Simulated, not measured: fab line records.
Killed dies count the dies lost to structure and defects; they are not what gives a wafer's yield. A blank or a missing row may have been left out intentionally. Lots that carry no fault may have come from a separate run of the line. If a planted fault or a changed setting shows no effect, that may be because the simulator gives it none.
fab line records	flow nandHarc
record lots=24	wafers=72	lastDay=24
route steps=1159 shown A_CONTACT@956 A_BLC@978 A_M0@1006 A_M1@1047
lots untouched by any fault: they come from a run of this same line in which no faults occurred
startH: hours from the record's first day to the start of the lot's first wafer shown	waitH: how many hours have passed since the lot's step before this one	" as in the row above	L1.1+2: several wafers, shown together as one row	- either no value or no given start	* or withheld: withheld	< > ~ a bound
route shown NAME@n: NAME is a module with steps in the file, n the number in the route of the first one	usual: mean/standard deviation of fault-free wafers	same: alike in all rows	chamber/n: place in a boat	sites: each site's reading	_std_site: standard deviation of those values	_edge_site: inner sites' mean taken away from outer sites' mean	radiusMm: for every site, how far away it sits from the centre of the wafer	mask NAME#n: copy n	behind: the last tool/chamber to shape the wafer	hold: cause of the lot's hold/its duration in hours/its outcome	device: which transistor (n, p or np) failed to switch	end of line: tests of these same wafers at the route's end	a step given without rows: its recipe and nothing more	killed: not the wafer's yield, but the dies lost to structure and defects at the first sort	map: the dies of a wafer, with x for killed, . for not killed, _ for no die there
set.NAME: the setting that was run; set.NAME@STEP: the one run at that earlier step	model.NAME: the simulator's own value behind a step, which no gauge read
route steps across a sampled set of lots; one table per step, one row per wafer
services: the hour from which a tool's chamber was out of use, counted from the record's first day as startH (under 0 if before that day), plus the number of hours and why
## steps
# step NHARC_A_CONTACT_STRIP_26
# recipe o2FlowSccm=500	arFlowSccm=0	biasW=0	chemistry=O2
# usual drypumpMotorCurrentA=5.8/0.41	oesProductAu=1.003/0.012	rfVppV=57.7/0.87	showerheadPlenumPTorr=3.52/0.19	throttleValvePct=17.036/0.009
lot.wafer	tool	chamber	startH	waitH	drypumpMotorCurrentA	oesProductAu	rfHoursCounterH	rfVppV	showerheadPlenumPTorr	throttleValvePct
L076.2	rieDiel-12	2	-	-	6.0	1.016	1	59.3	3.75	17.048
L076.5	"	0	"	"	6.1	0.990	-	56.9	3.29	17.045
L076.6	"	1	"	"	5.4	1.002	-	58.1	3.39	17.040
L077.4	rieDiel-02	3	-	-	6.7	1.005	22	56.1	3.69	17.042
L077.3	"	0	"	"	5.4	0.999	24	58.2	3.64	17.050
L077.2	"	1	"	"	5.4	1.011	25	56.7	3.28	17.045
L078.3	rieDiel-12	0	-	-	6.1	0.982	3	57.5	3.29	17.034
L078.4	"	1	"	"	5.4	0.987	3	56.3	3.39	17.038
L078.6	"	0	"	"	6.1	0.984	-	58.4	3.29	17.016
L074.4	rieDiel-12	1	-	-	5.4	0.999	3	58.1	3.39	17.060
L074.3	"	2	"	"	6.0	1.011	3	57.4	3.75	17.037
L074.1	"	3	"	"	6.0	0.989	2	58.0	3.64	17.029
L079.3	rieDiel-02	1	-	-	5.4	1.007	33	56.3	3.28	17.026
L079.4	"	3	"	"	6.7	0.996	30	57.6	3.68	17.055
L079.5	"	2	"	"	6.4	1.003	-	58.0	3.79	17.038
L075.1	rieDiel-12	2	-	-	6.0	1.024	5	58.9	3.75	17.045
L075.3	"	1	"	"	5.4	1.003	6	57.8	3.39	17.025
L075.6	"	3	"	"	6.0	0.999	-	57.7	3.63	17.046
L080.2	rieDiel-02	0	-	-	5.4	0.983	33	58.3	3.64	17.031
L080.6	"	0	"	"	5.4	0.985	-	56.7	3.64	17.044
L080.5	"	1	"	"	5.4	1.014	-	56.2	3.27	17.034
L081.3	rieDiel-12	2	-	-	6.0	1.015	9	58.3	3.75	17.039
L081.4	"	3	"	"	6.0	0.997	9	58.2	3.63	17.034
L081.2	"	1	"	"	5.4	0.998	10	58.8	3.38	17.043
L083.2	rieDiel-12	2	-	-	6.0	1.022	9	58.8	3.75	17.044
L083.4	"	0	"	"	6.1	1.006	10	57.1	3.28	17.031
L083.6	"	1	"	"	5.4	0.992	-	57.1	3.38	17.036
L082.1	rieDiel-12	1	-	-	5.4	1.003	10	57.7	3.38	17.029
L082.4	"	2	"	"	6.0	1.026	9	57.3	3.75	17.020
L082.6	"	1	"	"	5.4	1.000	-	57.5	3.38	17.034
L084.1	rieDiel-03	3	-	-	5.2	1.001	21	58.6	3.36	17.019
L084.2	"	1	"	"	5.3	1.000	23	57.7	3.37	17.027
L084.3	"	2	"	"	5.8	1.002	22	57.7	3.60	17.036
L085.3	rieDiel-12	3	-	-	6.0	1.008	14	57.8	3.63	17.037
L085.5	"	1	"	"	5.4	0.989	-	58.1	3.38	17.028
L085.6	"	2	"	"	6.0	1.018	-	60.2	3.74	17.029
L087.1	rieDiel-12	1	-	-	5.4	1.001	15	58.1	3.38	17.038
L087.3	"	2	"	"	6.0	1.022	14	59.5	3.74	17.043
L087.5	"	0	"	"	6.1	1.001	-	57.7	3.28	17.035
L086.1	rieDiel-03	2	-	-	5.8	1.010	30	57.7	3.60	17.052
L086.4	"	3	"	"	5.2	1.005	30	57.0	3.36	17.037
L086.3	"	0	"	"	5.7	1.013	29	58.2	3.52	17.051
L091.3	rieDiel-03	2	-	-	5.8	1.017	31	58.6	3.60	17.029
L091.1	"	1	"	"	5.3	1.012	29	56.3	3.36	17.041
L091.6	"	3	"	"	5.2	1.010	-	56.9	3.36	17.040
L090.4	rieDiel-12	1	-	-	5.4	0.985	20	56.5	3.38	17.026
L090.1	"	0	"	"	6.1	0.995	20	59.1	3.28	17.038
L090.5	"	2	"	"	6.0	1.019	-	57.0	3.74	17.038
L088.1	rieDiel-02	2	-	-	6.5	1.012	57	58.7	3.77	17.043
L088.3	"	3	"	"	6.7	1.009	53	57.8	3.67	17.039
L088.2	"	0	"	"	5.4	0.993	55	58.2	3.62	17.045
L089.1	rieDiel-02	3	-	-	6.7	1.012	53	57.8	3.67	17.030
L089.4	"	2	"	"	6.5	1.011	57	56.4	3.78	17.036
L089.5	"	0	"	"	5.4	0.985	-	57.6	3.62	17.035
L092.1	rieDiel-12	1	-	-	5.4	0.997	20	57.2	3.38	17.051
L092.3	"	3	"	"	6.0	1.004	19	58.0	3.63	17.030
L092.6	"	0	"	"	6.1	0.987	-	57.8	3.28	17.044
L093.1	rieDiel-02	1	-	-	5.4	1.010	62	57.5	3.26	17.051
L093.3	"	0	"	"	5.4	0.980	57	56.5	3.62	17.029
L093.6	"	1	"	"	5.4	1.012	-	56.7	3.26	17.026
L094.2	rieDiel-12	1	-	-	5.4	0.988	22	58.7	3.38	17.057
L094.4	"	2	"	"	6.0	1.010	21	58.8	3.74	17.026
L094.1	"	0	"	"	6.1	0.985	22	57.4	3.28	17.028
L095.1	rieDiel-12	0	-	-	6.1	0.992	25	57.1	3.27	17.038
L095.4	"	1	"	"	5.4	1.005	25	58.2	3.38	17.037
L095.5	"	1	"	"	5.4	0.993	-	56.5	3.38	17.034
L096.1	rieDiel-12	2	-	-	6.0	1.010	24	58.7	3.74	17.029
L096.2	"	0	"	"	6.1	0.988	25	58.3	3.27	17.026
L096.6	"	3	"	"	6.0	0.999	-	57.8	3.62	17.024
L097.3	rieDiel-12	1	-	-	5.4	0.986	25	57.2	3.38	17.047
L097.2	"	2	"	"	6.0	1.006	24	59.4	3.74	17.031
L097.6	"	2	"	"	6.0	1.015	-	57.8	3.74	17.050
# step NHARC_A_CONTACT_CMP_20
# recipe tOverpolishS=30	targetThkNm=300
# usual motorCurrentA=12.1/0.82	overpolishRunS=30.002/0.0085	timeToEndpointS=60/3.4
lot.wafer	tool	chamber	startH	waitH	motorCurrentA	overpolishRunS	timeToEndpointS
L076.2	cmp-03	0	397.11	0.8	11.5	29.999	60
L076.6	"	0	"	"	10.8	30.002	59
L076.5	"	1	"	"	12.5	30.005	62
L077.2	cmp-02	2	397.73	0.8	12.0	30.005	66
L077.3	"	3	"	"	11.1	29.998	60
L077.4	"	1	"	"	12.8	30.002	62
L078.4	cmp-03	3	399.38	0.5	13.1	30.004	64
L078.3	"	1	"	"	12.6	30.000	61
L078.6	"	0	"	"	11.3	30.005	61
L074.4	cmp-02	0	399.88	0.5	11.6	29.994	61
L074.1	"	2	"	"	12.1	30.015	69
L074.3	"	3	"	"	11.6	30.007	66
L079.4	cmp-03	1	410.35	0.5	12.6	29.995	58
L079.3	"	2	"	"	12.1	30.003	58
L079.5	"	2	"	"	12.1	29.997	60
L075.3	cmp-01	1	419.54	0.4	10.6	30.010	59
L075.1	"	2	"	"	12.3	29.997	59
L075.6	"	3	"	"	13.4	29.997	57
L080.2	cmp-03	1	421.83	0.7	13.0	29.986	59
L080.5	"	2	"	"	11.8	30.011	58
L080.6	"	3	"	"	13.4	29.997	59
L081.3	cmp-01	1	442.40	0.4	11.3	30.010	60
L081.2	"	3	"	"	12.8	30.006	60
L081.4	"	0	"	"	11.5	29.988	55
L083.4	cmp-03	0	443.18	0.4	11.2	30.001	56
L083.2	"	1	"	"	13.5	30.002	60
L083.6	"	0	"	"	11.3	30.005	56
L082.1	cmp-01	2	446.75	0.7	12.2	29.999	52
L082.4	"	3	"	"	13.2	29.995	56
L082.6	"	1	"	"	11.5	30.002	58
L084.2	cmp-01	2	467.59	0.8	12.4	29.998	57
L084.3	"	3	"	"	13.0	29.999	59
L084.1	"	0	"	"	11.8	30.013	59
L085.3	cmp-01	0	471.22	0.5	12.2	29.999	61
L085.5	"	1	"	"	10.5	29.999	64
L085.6	"	2	"	"	12.5	30.015	61
L087.1	cmp-02	1	471.90	0.7	13.3	30.013	62
L087.3	"	2	"	"	10.8	30.000	67
L087.5	"	1	"	"	13.4	29.995	63
L086.4	cmp-03	1	480.41	0.4	12.3	30.000	56
L086.3	"	3	"	"	13.5	30.025	58
L086.1	"	0	"	"	11.3	30.012	52
L091.3	cmp-02	0	481.16	0.4	12.0	30.003	55
L091.1	"	2	"	"	11.7	29.991	69
L091.6	"	0	"	"	12.4	30.017	58
L090.4	cmp-02	1	487.24	0.4	13.0	29.988	65
L090.1	"	2	"	"	11.3	29.997	67
L090.5	"	0	"	"	12.6	29.995	58
L088.3	cmp-02	2	488.70	0.4	10.7	30.006	67
L088.1	"	0	"	"	11.7	30.019	54
L088.2	"	1	"	"	13.2	30.006	60
L089.1	cmp-01	2	493.18	0.7	12.5	30.015	56
L089.4	"	3	"	"	13.3	29.987	57
L089.5	"	1	"	"	11.0	30.005	57
L092.3	cmp-01	3	495.80	0.6	13.3	29.997	55
L092.1	"	0	"	"	12.0	30.012	56
L092.6	"	2	"	"	12.4	29.993	56
L093.3	cmp-03	3	499.46	0.5	12.7	30.003	58
L093.1	"	0	"	"	11.1	29.998	59
L093.6	"	3	"	"	13.3	30.010	58
L094.2	cmp-01	2	507.04	0.8	12.4	29.998	57
L094.1	"	3	"	"	12.5	30.005	58
L094.4	"	0	"	"	11.5	29.993	57
L095.1	cmp-03	1	521.21	0.8	12.5	30.007	61
L095.4	"	3	"	"	12.6	29.994	61
L095.5	"	1	"	"	13.0	30.001	59
L096.1	cmp-03	1	522.48	0.8	13.3	30.008	60
L096.2	"	2	"	"	12.3	30.006	58
L096.6	"	2	"	"	11.7	29.991	58
L097.2	cmp-03	0	523.35	0.8	11.7	29.998	58
L097.3	"	1	"	"	12.5	30.000	60
L097.6	"	0	"	"	11.1	29.994	60
# step NHARC_A_BLC_ETCH_16
# recipe targetDepthA=390	overEtchFrac=0.3	timeS=65	ionEnergyEv=80	cf4FlowSccm=150	arFlowSccm=0	rfW=300	biasW=100	chemistry=CF4
# usual drypumpMotorCurrentA=5.73/0.25	oesProductAu=0.994/0.012	rfVppV=150.9/1.2	showerheadPlenumPTorr=1.74/0.055	throttleValvePct=13.284/0.0094
lot.wafer	tool	chamber	startH	waitH	drypumpMotorCurrentA	oesProductAu	rfHoursCounterH	rfVppV	showerheadPlenumPTorr	throttleValvePct
L076.2	rieDiel-04	0	398.31	0.1	5.72	1.002	6	151.5	1.83	13.281
L076.5	"	3	"	"	5.85	1.003	-	149.5	1.68	13.294
L076.6	"	0	"	"	5.69	1.015	-	151.7	1.83	13.286
L077.2	rieDiel-08	2	398.91	0.1	6.05	0.995	8	150.2	1.67	13.283
L077.3	"	0	"	"	5.98	1.004	8	152.1	1.77	13.297
L077.4	"	1	"	"	5.37	1.004	8	150.3	1.76	13.268
L078.3	rieDiel-04	1	400.58	0.1	5.70	0.988	8	149.5	1.67	13.296
L078.4	"	2	"	"	5.54	0.982	9	153.1	1.83	13.271
L078.6	"	3	"	"	5.83	1.012	-	149.9	1.68	13.278
L074.4	rieDiel-04	1	401.07	0.1	5.72	0.975	8	149.7	1.67	13.267
L074.3	"	3	"	"	5.85	1.002	11	149.4	1.68	13.298
L074.1	"	0	"	"	5.67	1.015	7	151.7	1.83	13.282
L079.3	rieDiel-08	2	411.41	0.1	6.04	1.003	10	149.7	1.67	13.291
L079.4	"	3	"	"	5.56	0.989	11	150.8	1.73	13.270
L079.5	"	3	"	"	5.56	0.993	-	151.3	1.73	13.268
L075.3	rieDiel-04	3	420.69	0.1	5.83	1.014	13	150.5	1.68	13.282
L075.1	"	2	"	"	5.57	0.985	12	154.7	1.83	13.286
L075.6	"	3	"	"	5.85	1.013	-	151.3	1.68	13.296
L080.2	rieDiel-04	1	422.95	0.1	5.67	0.970	12	149.8	1.67	13.280
L080.5	"	0	"	"	5.66	0.997	-	150.4	1.83	13.294
L080.6	"	1	"	"	5.64	0.959	-	150.1	1.67	13.289
L081.4	rieDiel-08	1	443.61	0.1	5.35	0.991	15	150.6	1.76	13.280
L081.3	"	2	"	"	6.05	0.980	14	149.7	1.67	13.292
L081.2	"	3	"	"	5.58	1.007	15	151.8	1.73	13.283
L083.4	rieDiel-04	1	444.34	0.1	5.67	0.992	13	150.8	1.67	13.263
L083.2	"	3	"	"	5.83	0.999	15	149.7	1.68	13.298
L083.6	"	2	"	"	5.53	0.970	-	151.9	1.83	13.279
L082.4	rieDiel-08	2	447.82	0.1	6.04	0.994	15	149.4	1.67	13.272
L082.1	"	3	"	"	5.57	0.999	15	150.9	1.73	13.274
L082.6	"	0	"	"	5.98	1.007	-	151.3	1.77	13.286
L084.3	rieDiel-08	3	468.77	0.1	5.56	0.985	16	149.5	1.73	13.299
L084.2	"	0	"	"	5.99	0.997	17	151.8	1.77	13.274
L084.1	"	2	"	"	6.06	0.998	16	150.4	1.67	13.279
L085.3	rieDiel-08	0	472.33	0.1	5.96	1.010	17	151.2	1.77	13.292
L085.5	"	0	"	"	6.00	1.004	-	150.5	1.77	13.277
L085.6	"	1	"	"	5.37	0.998	-	151.9	1.76	13.287
L087.3	rieDiel-08	3	473.39	0.3	5.54	0.997	16	150.8	1.73	13.281
L087.1	"	1	"	"	5.36	0.979	18	152.8	1.76	13.283
L087.5	"	3	"	"	5.55	0.992	-	151.4	1.73	13.289
L086.1	rieDiel-04	0	481.59	0.1	5.61	1.018	1	151.1	1.83	13.289
L086.4	"	2	"	"	5.49	0.995	1	152.2	1.83	13.295
L086.3	"	3	"	"	5.84	0.995	1	149.2	1.68	13.289
L091.3	rieDiel-11	2	482.35	0.1	6.44	1.000	40	150.6	1.69	13.276
L091.1	"	0	"	"	6.00	0.992	37	149.8	1.67	13.290
L091.6	"	1	"	"	5.67	1.010	-	151.2	1.80	13.295
L090.1	rieDiel-08	3	488.40	0.1	5.55	0.989	0	151.0	1.73	13.305
L090.4	"	0	"	"	6.00	0.988	0	149.4	1.77	13.276
L090.5	"	2	"	"	6.06	0.986	-	151.6	1.67	13.286
L088.1	rieDiel-08	0	489.88	0.1	5.99	0.985	0	150.1	1.77	13.270
L088.2	"	1	"	"	5.36	0.975	0	152.5	1.76	13.283
L088.3	"	2	"	"	6.06	0.991	0	150.8	1.67	13.295
L089.4	rieDiel-08	1	494.19	0.1	5.35	0.980	1	152.3	1.76	13.302
L089.1	"	2	"	"	6.05	0.985	1	150.8	1.67	13.286
L089.5	"	1	"	"	5.35	0.981	-	149.9	1.76	13.274
L092.3	rieDiel-04	3	496.81	0.1	5.86	0.984	2	148.6	1.68	13.290
L092.1	"	1	"	"	5.68	1.014	2	148.9	1.67	13.298
L092.6	"	3	"	"	5.86	0.986	-	149.5	1.68	13.276
L093.3	rieDiel-08	0	500.53	0.1	5.97	0.995	2	152.2	1.77	13.290
L093.1	"	1	"	"	5.37	0.983	2	151.4	1.76	13.278
L093.6	"	3	"	"	5.58	1.004	-	152.5	1.73	13.275
L094.4	rieDiel-08	3	508.23	0.1	5.56	0.999	3	151.9	1.73	13.301
L094.2	"	0	"	"	5.98	0.993	3	151.4	1.77	13.267
L094.1	"	1	"	"	5.38	0.971	3	152.3	1.76	13.288
L095.1	rieDiel-08	3	522.38	0.1	5.55	0.996	4	149.1	1.73	13.275
L095.4	"	1	"	"	5.36	0.978	4	153.1	1.76	13.286
L095.5	"	2	"	"	6.03	0.988	-	150.4	1.67	13.285
L096.1	rieDiel-08	0	523.66	0.1	5.98	0.985	5	151.8	1.77	13.302
L096.2	"	2	"	"	6.03	0.993	4	149.1	1.67	13.294
L096.6	"	0	"	"	6.01	1.005	-	151.9	1.77	13.285
L097.2	rieDiel-08	3	524.47	0.1	5.57	0.992	5	151.7	1.73	13.281
L097.3	"	2	"	"	6.06	0.994	5	149.5	1.66	13.300
L097.6	"	0	"	"	6.00	1.000	-	150.1	1.77	13.290
# step NHARC_A_M0_INSPECT_11
# usual rawDefectCount=32/14
lot.wafer	tool	chamber	startH	waitH	rawDefectCount
L076.2	defectInspect-02	-	402.13	0.0	31
L076.5	"	-	"	"	38
L076.6	"	-	"	"	28
L077.2	defectInspect-01	-	402.72	0.0	12
L077.3	"	-	"	"	17
L077.4	"	-	"	"	17
L078.3	defectInspect-01	-	404.45	0.0	32
L078.4	"	-	"	"	28
L078.6	"	-	"	"	30
L074.1	defectInspect-02	-	405.34	0.0	34
L074.3	"	-	"	"	43
L074.4	"	-	"	"	42
L079.3	defectInspect-01	-	421.33	0.0	22
L079.4	"	-	"	"	18
L079.5	"	-	"	"	25
L075.1	defectInspect-02	-	424.58	0.0	30
L075.3	"	-	"	"	30
L075.6	"	-	"	"	15
L080.2	defectInspect-02	-	426.94	0.0	35
L080.5	"	-	"	"	22
L080.6	"	-	"	"	31
L081.2	defectInspect-02	-	449.85	0.0	29
L081.3	"	-	"	"	30
L081.4	"	-	"	"	24
L083.2	defectInspect-01	-	450.11	0.0	11
L083.4	"	-	"	"	15
L083.6	"	-	"	"	9
L082.1	defectInspect-02	-	456.22	0.0	45
L082.4	"	-	"	"	32
L082.6	"	-	"	"	36
L084.1	defectInspect-01	-	473.71	0.0	19
L084.2	"	-	"	"	16
L084.3	"	-	"	"	13
L085.3	defectInspect-01	-	476.33	0.0	30
L085.5	"	-	"	"	33
L085.6	"	-	"	"	32
L087.1	defectInspect-01	-	477.46	0.0	33
L087.3	"	-	"	"	29
L087.5	"	-	"	"	35
L086.1	defectInspect-02	-	487.71	0.0	22
L086.3	"	-	"	"	30
L086.4	"	-	"	"	42
L091.1	defectInspect-02	-	489.00	0.0	25
L091.3	"	-	"	"	24
L091.6	"	-	"	"	28
L090.1	defectInspect-02	-	495.41	0.0	48
L090.4	"	-	"	"	48
L090.5	"	-	"	"	45
L088.1	defectInspect-01	-	495.83	0.0	59
L088.2	"	-	"	"	43
L088.3	"	-	"	"	61
L089.1	defectInspect-01	-	500.28	0.0	30
L089.4	"	-	"	"	38
L089.5	"	-	"	"	29
L092.1	defectInspect-01	-	504.42	0.0	55
L092.3	"	-	"	"	58
L092.6	"	-	"	"	67
L093.1	defectInspect-02	-	506.17	0.0	26
L093.3	"	-	"	"	34
L093.6	"	-	"	"	20
L094.1	defectInspect-02	-	512.17	0.0	41
L094.2	"	-	"	"	36
L094.4	"	-	"	"	47
L095.1	defectInspect-02	-	530.36	0.0	41
L095.4	"	-	"	"	48
L095.5	"	-	"	"	46
L096.1	defectInspect-01	-	534.04	0.0	71
L096.2	"	-	"	"	33
L096.6	"	-	"	"	42
L097.2	defectInspect-02	-	534.63	0.0	13
L097.3	"	-	"	"	15
L097.6	"	-	"	"	18
# step NHARC_A_M0_PVD_21
# recipe targetThkA=300	chamberPressurePa=5	powerW=5000	substrateTempC=30	timeS=20.49	material=Cu
# usual cathodeDcPowerW=5000.1/0.87	throttleValvePct=30.1/0.95
lot.wafer	tool	chamber	startH	waitH	cathodeDcPowerW	throttleValvePct
L076.2	pvdSputter-01	-	-	-	4999.1	31.6
L076.6	"	-	"	"	4999.2	30.0
L076.5	"	-	"	"	4999.7	30.2
L077.3	pvdSputter-03	-	-	-	4999.6	31.3
L077.4	"	-	"	"	4999.5	28.9
L077.2	"	-	"	"	5000.1	29.2
L078.4	pvdSputter-02	-	-	-	5000.2	29.9
L078.3	"	-	"	"	5001.1	30.7
L078.6	"	-	"	"	5001.5	30.7
L074.1	pvdSputter-03	-	-	-	5000.2	28.5
L074.4	"	-	"	"	4999.7	31.5
L074.3	"	-	"	"	5000.3	28.9
L079.4	pvdSputter-02	-	-	-	5000.9	29.5
L079.3	"	-	"	"	4999.8	30.2
L079.5	"	-	"	"	4998.9	31.1
L075.3	pvdSputter-03	-	-	-	4998.6	29.1
L075.1	"	-	"	"	4998.5	31.5
L075.6	"	-	"	"	4999.7	29.1
L080.2	pvdSputter-02	-	-	-	5000.2	30.3
L080.6	"	-	"	"	5000.8	30.7
L080.5	"	-	"	"	4999.6	30.3
L081.3	pvdSputter-01	-	-	-	4999.5	30.8
L081.2	"	-	"	"	4999.0	31.2
L081.4	"	-	"	"	5000.5	30.4
L083.4	pvdSputter-03	-	-	-	5000.1	28.5
L083.2	"	-	"	"	4999.7	31.6
L083.6	"	-	"	"	4998.7	31.4
L082.4	pvdSputter-01	-	-	-	5000.7	30.4
L082.1	"	-	"	"	4999.8	29.9
L082.6	"	-	"	"	4998.8	30.2
L084.3	pvdSputter-01	-	-	-	5000.9	29.9
L084.2	"	-	"	"	5000.2	31.6
L084.1	"	-	"	"	5000.9	30.2
L085.3	pvdSputter-03	-	-	-	4999.9	28.5
L085.6	"	-	"	"	4999.1	30.8
L085.5	"	-	"	"	4999.0	29.5
L087.1	pvdSputter-03	-	-	-	5000.6	28.2
L087.3	"	-	"	"	5000.4	28.9
L087.5	"	-	"	"	5000.4	28.6
L086.3	pvdSputter-03	-	-	-	5000.0	28.5
L086.1	"	-	"	"	5000.5	30.6
L086.4	"	-	"	"	5000.8	29.4
L091.1	pvdSputter-03	-	-	-	4999.8	29.3
L091.3	"	-	"	"	4999.6	27.9
L091.6	"	-	"	"	5000.6	30.6
L090.1	pvdSputter-02	-	-	-	5000.1	31.2
L090.4	"	-	"	"	4999.5	30.3
L090.5	"	-	"	"	5000.0	30.8
L088.2	pvdSputter-01	-	-	-	5000.7	31.3
L088.3	"	-	"	"	5000.7	30.1
L088.1	"	-	"	"	5000.0	30.6
L089.1	pvdSputter-01	-	-	-	5001.8	30.2
L089.4	"	-	"	"	5000.6	31.0
L089.5	"	-	"	"	4999.9	30.2
L092.3	pvdSputter-02	-	-	-	4999.2	29.8
L092.1	"	-	"	"	5000.9	30.2
L092.6	"	-	"	"	5000.7	30.2
L093.3	pvdSputter-03	-	-	-	5000.0	30.6
L093.1	"	-	"	"	5000.0	29.4
L093.6	"	-	"	"	5000.0	30.6
L094.1	pvdSputter-02	-	-	-	4999.2	31.1
L094.2	"	-	"	"	5000.7	30.0
L094.4	"	-	"	"	5000.3	30.7
L095.4	pvdSputter-03	-	-	-	5000.8	29.0
L095.1	"	-	"	"	5000.7	29.6
L095.5	"	-	"	"	4999.3	28.7
L096.2	pvdSputter-02	-	-	-	4999.2	30.0
L096.1	"	-	"	"	5000.8	31.1
L096.6	"	-	"	"	4999.6	30.8
L097.3	pvdSputter-02	-	-	-	5000.2	31.0
L097.2	"	-	"	"	5000.4	30.2
L097.6	"	-	"	"	4999.8	31.1
# step NHARC_A_M1_PRE_CLEAN_30
# recipe timeS=30	tempC=280	gas=H2/He
# usual heaterPowerW=377/29
lot.wafer	tool	chamber	startH	waitH	heaterPowerW
L076.2	pvdSputter-01	-	-	-	357
L076.5	"	-	"	"	388
L076.6	"	-	"	"	367
L077.3	pvdSputter-02	-	-	-	443
L077.4	"	-	"	"	370
L077.2	"	-	"	"	393
L078.3	pvdSputter-01	-	-	-	353
L078.4	"	-	"	"	361
L078.6	"	-	"	"	360
L074.3	pvdSputter-01	-	-	-	360
L074.4	"	-	"	"	355
L074.1	"	-	"	"	389
L079.4	pvdSputter-01	-	-	-	399
L079.3	"	-	"	"	356
L079.5	"	-	"	"	393
L075.1	pvdSputter-02	-	-	-	355
L075.3	"	-	"	"	431
L075.6	"	-	"	"	399
L080.2	pvdSputter-03	-	-	-	409
L080.6	"	-	"	"	422
L080.5	"	-	"	"	327
L081.4	pvdSputter-02	-	-	-	390
L081.3	"	-	"	"	352
L081.2	"	-	"	"	403
L083.2	pvdSputter-03	-	-	-	318
L083.4	"	-	"	"	377
L083.6	"	-	"	"	315
L082.1	pvdSputter-01	-	-	-	358
L082.4	"	-	"	"	397
L082.6	"	-	"	"	359
L084.3	pvdSputter-03	-	-	-	316
L084.1	"	-	"	"	363
L084.2	"	-	"	"	417
L085.3	pvdSputter-03	-	-	-	401
L085.6	"	-	"	"	410
L085.5	"	-	"	"	319
L087.1	pvdSputter-01	-	-	-	352
L087.3	"	-	"	"	394
L087.5	"	-	"	"	357
L086.4	pvdSputter-01	-	-	-	364
L086.1	"	-	"	"	392
L086.3	"	-	"	"	356
L091.1	pvdSputter-01	-	-	-	353
L091.3	"	-	"	"	382
L091.6	"	-	"	"	351
L090.1	pvdSputter-01	-	-	-	392
L090.4	"	-	"	"	361
L090.5	"	-	"	"	388
L088.1	pvdSputter-03	-	-	-	405
L088.3	"	-	"	"	323
L088.2	"	-	"	"	413
L089.1	pvdSputter-03	-	-	-	402
L089.4	"	-	"	"	375
L089.5	"	-	"	"	410
L092.1	pvdSputter-01	-	-	-	385
L092.3	"	-	"	"	362
L092.6	"	-	"	"	363
L093.3	pvdSputter-03	-	-	-	398
L093.1	"	-	"	"	372
L093.6	"	-	"	"	415
L094.4	pvdSputter-02	-	-	-	391
L094.2	"	-	"	"	391
L094.1	"	-	"	"	425
L095.4	pvdSputter-01	-	-	-	410
L095.1	"	-	"	"	375
L095.5	"	-	"	"	404
L096.2	pvdSputter-02	-	-	-	392
L096.1	"	-	"	"	358
L096.6	"	-	"	"	390
L097.3	pvdSputter-02	-	-	-	400
L097.2	"	-	"	"	386
L097.6	"	-	"	"	357
## services
tool	chamber	startH	hours	kind
cmp-01	-	376.33	4.0	pm
pvdSputter-02	-	377.23	5.1	repair
rieDiel-12	-	379.48	9.0	pm
pvdSputter-02	-	392.00	10.0	pm
rieDiel-08	2	417.84	3.3	repair
rieDiel-08	3	420.08	9.9	repair
rieDiel-04	2	426.20	2.4	repair
pvdSputter-02	-	440.98	3.9	repair
cmp-03	-	450.22	4.0	pm
rieDiel-04	3	454.16	9.2	repair
pvdSputter-02	-	455.16	38.8	repair
pvdSputter-03	-	458.00	10.0	pm
rieDiel-04	-	465.90	9.0	pm
cmp-03	-	466.76	5.8	repair
rieDiel-12	0	468.07	3.5	repair
cmp-01	-	474.33	4.0	pm
rieDiel-08	-	478.80	9.0	pm
cmp-03	-	481.23	18.0	repair
pvdSputter-01	-	497.49	2.8	repair
pvdSputter-03	-	513.65	0.6	repair
pvdSputter-01	-	514.00	10.0	pm
cmp-01	-	515.74	8.3	repair
rieDiel-04	2	519.43	3.5	repair
rieDiel-08	-	530.97	2.5	repair
## key
fault none
